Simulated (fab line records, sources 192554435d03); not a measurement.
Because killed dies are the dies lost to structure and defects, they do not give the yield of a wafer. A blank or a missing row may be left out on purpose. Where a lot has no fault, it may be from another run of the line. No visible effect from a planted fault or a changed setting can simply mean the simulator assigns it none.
Matching of chambers / flow n5_finfet / 4 sister chambers for N5_BEOL_M13_CMP_49 on cmp-04
The step polishes, stops on SiOC, t overpolish 17.1 s, target thk 420 nm. 4 wafers are shown with their chamber, then 10 later ones without.

## WAFERS PAIRED WITH THEIR CHAMBERS
wafer=L087.3; chamber=2; motor_current_A (A)=6.2
wafer=L087.4; chamber=1; motor_current_A (A)=5.1
wafer=L088.3; chamber=3; motor_current_A (A)=6.7
wafer=L088.5; chamber=0; motor_current_A (A)=5.6

## WAFERS MISSING THEIR CHAMBER
wafer=L088.6; motor_current_A (A)=5.2
wafer=L090.1; motor_current_A (A)=4.9
wafer=L090.2; motor_current_A (A)=7.1
wafer=L090.6; motor_current_A (A)=5.0
wafer=L092.1; motor_current_A (A)=5.5
wafer=L092.3; motor_current_A (A)=5.9
wafer=L092.6; motor_current_A (A)=5.7
wafer=L093.3; motor_current_A (A)=6.9
wafer=L093.5; motor_current_A (A)=5.3
wafer=L093.6; motor_current_A (A)=5.7

## CHAMBER TAKEN BY EACH
wafer=L088.6; from the rows above=can't be placed: 1 or 0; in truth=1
wafer=L090.1; from the rows above=1; in truth=1
wafer=L090.2; from the rows above=3; in truth=3
wafer=L090.6; from the rows above=1; in truth=1
wafer=L092.1; from the rows above=can't be placed: 0 or 1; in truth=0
wafer=L092.3; from the rows above=can't be placed: 2 or 0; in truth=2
wafer=L092.6; from the rows above=can't be placed: 0 or 2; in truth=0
wafer=L093.3; from the rows above=3; in truth=3
wafer=L093.5; from the rows above=can't be placed: 1 or 0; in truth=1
wafer=L093.6; from the rows above=can't be placed: 0 or 2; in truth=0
Placed correctly: 4 of 10. Unplaceable from these rows: 6, with the true chamber sitting among the candidates in 6. Wrongly placed: 0.
How it was worked out, from the rows above alone: a wafer's distance from a chamber is the root of the sum, over the readings, of the square of ((its reading less the chamber's mean) divided by the reading's scatter). The wafer belongs to the nearest chamber; if the next one is less than 2 further off, it can't be placed. Each chamber's mean is taken over the wafers shown for it. The scatter (one wafer shown for each chamber): square how far every hidden wafer sits from the nearest shown wafer, average those squares and take the square root.
